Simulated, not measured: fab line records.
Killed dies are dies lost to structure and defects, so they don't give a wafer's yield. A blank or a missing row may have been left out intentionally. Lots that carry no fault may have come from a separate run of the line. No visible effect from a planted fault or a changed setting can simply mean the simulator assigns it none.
Split-lot trial ; flow n5Finfet ; 7 lots, 21 wafers read, on a route of 1938 steps

== THE SPLIT ==
At N5_BEOL_M11_TRENCH_ETCH_37 (etches SiCOH lowk in C4F6/O2, target depth 148.83 nm, time 48 s), the setting timeS was moved away from the recipe's 48 s on 6 of the 21 wafers read, by -19.7% to +14.6%. This setting was run at the recipe's value on the other wafers.

== FROM THE SPLIT TO THE READING: what the file shows between them, 4 steps ==
- N5_BEOL_M11_ETCH_41: etches SiCN in CH3F/O2, target depth 42.6 nm, time 86 s
- N5_BEOL_M11_STRIP_77: strips in N2/H2, time 10 s
- N5_BEOL_M11_ECD_50: material Cu, target thk 318 nm
- N5_BEOL_M11_ANNEAL_51: time 90 s

== THE READING ==
Cu_of_BEOL_M11_ECD_50.thkNm (the simulator's own value, which no gauge read), in nm, at N5_BEOL_M11_CMP_52 (polishes, stops on SiCOH lowk, t overpolish 7 s, target thk 140 nm). There is no usual value for it anywhere in the file. Across the 15 wafers here that went through the recipe, the average is 140.3 nm and the standard deviation 3.3 nm.

wafer;tool, chamber at the split;timeS as run, s;against the recipe;Cu_of_BEOL_M11_ECD_50.thkNm, nm;against lot-mates on the recipe
L074.2;rieDiel-03, 1;48;recipe;136.8;-
L074.1;rieDiel-03, 0;48;recipe;143.8;-
L074.6;rieDiel-03, 2;48;recipe;141;-
L076.1;rieDiel-04, 2;48;recipe;146.2;-
L076.3;rieDiel-04, 3;48;recipe;144.2;-
L076.2;rieDiel-04, 1;48;recipe;143.6;-
L082.4;rieDiel-06, 1;48;recipe;142.4;-
L082.1;rieDiel-06, 0;48;recipe;136.8;-
L082.6;rieDiel-06, 2;48;recipe;136.8;-
L087.4;rieDiel-03, 3;48;recipe;136.6;-
L087.5;rieDiel-03, 0;38.53;-19.7%;111.4;-25.5
L087.6;rieDiel-03, 3;48;recipe;137.2;-
L089.2;rieDiel-06, 1;54.99;+14.6%;164;+24.8
L089.4;rieDiel-06, 1;48;recipe;139.2;-
L089.1;rieDiel-06, 3;54.99;+14.6%;162.4;+23.2
L094.3;rieDiel-06, 0;48;recipe;142;-
L094.1;rieDiel-06, 2;48;recipe;136;-
L094.5;rieDiel-06, 0;48;recipe;141.2;-
L095.4;rieDiel-06, 2;43.66;-9.0%;122.8;no lot-mate on the recipe
L095.2;rieDiel-06, 1;43.66;-9.0%;124;no lot-mate on the recipe
L095.6;rieDiel-06, 1;43.66;-9.0%;124;no lot-mate on the recipe

FIT RESULTS
A straight line over all 21 wafers: Cu_of_BEOL_M11_ECD_50.thkNm changes by +1.59 nm for each +1% of timeS; r = +0.97; the points scatter about the line by 3.1 nm.
The same after taking each lot's own level away (the mean of its wafers on the recipe; 18 wafers): +1.47 nm for each +1%; r = +0.97; scatter 2.4 nm.
Per that fit: largest timeS move, reading shift of 29 nm.
The span of the lots' own levels, 136.90 to 144.67 nm, comes to 2.4 times the standard deviation stated above.
The two slopes agree, so the slope changes little with the lot-to-lot level.
Check: with one of the wafers moved furthest among these (-19.7%) left out of the fit, the line predicts -32.5 nm for it against its lot-mates. Against them it came out at -25.5 nm.

== OTHER SPLITS ON THESE WAFERS ==
These wafers also went through other splits before the reading. Each is held against what the fit with the lots' levels taken away leaves over:
other split on the same wafers;wafers away from the commonest value;r with Cu_of_BEOL_M11_ECD_50.thkNm (lot level and that fit taken away)
N5_BEOL_M10_COAT_22 spinRpm;5;-0.04
N5_BEOL_M10_TRENCH_ETCH_37 sourceW;5;+0.03
N5_BEOL_M10_ETCH_41 sourceW;6;-0.33
N5_BEOL_M11_VIA_ETCH_34 timeS;8;+0.19

== THE WHOLE CHAIN: every reading that the file lists as answering this split, in the file's order ==
step;what it does;reading;change (the file's fit);r (the file's)
N5_BEOL_M11_TRENCH_ETCH_37;etches SiCOH lowk in C4F6/O2, target depth 148.83 nm, time 48 s;BEOL_M11.featureDepthNm (the simulator's own value, which no gauge read);+1.4 nm for each +1% of the setting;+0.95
N5_BEOL_M11_TRENCH_ETCH_37;etches SiCOH lowk in C4F6/O2, target depth 148.83 nm, time 48 s;etch.depthNm (the simulator's own value, which no gauge read);+1.4 nm for each +1% of the setting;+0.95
N5_BEOL_M11_TRENCH_ETCH_37;etches SiCOH lowk in C4F6/O2, target depth 148.83 nm, time 48 s;TiN_of_BEOL_M11_HM_DEP_02.thkNm (the simulator's own value, which no gauge read);-0.0294 nm for each +1% of the setting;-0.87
N5_BEOL_M11_CMP_52;polishes, stops on SiCOH lowk, t overpolish 7 s, target thk 140 nm;Cu_of_BEOL_M11_ECD_50.thkNm (the simulator's own value, which no gauge read);+1.42 nm for each +1% of the setting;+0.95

== FILE'S OWN FIT ==
Cu_of_BEOL_M11_ECD_50.thkNm changes by +1.42 nm for each +1% of timeS, r = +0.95.
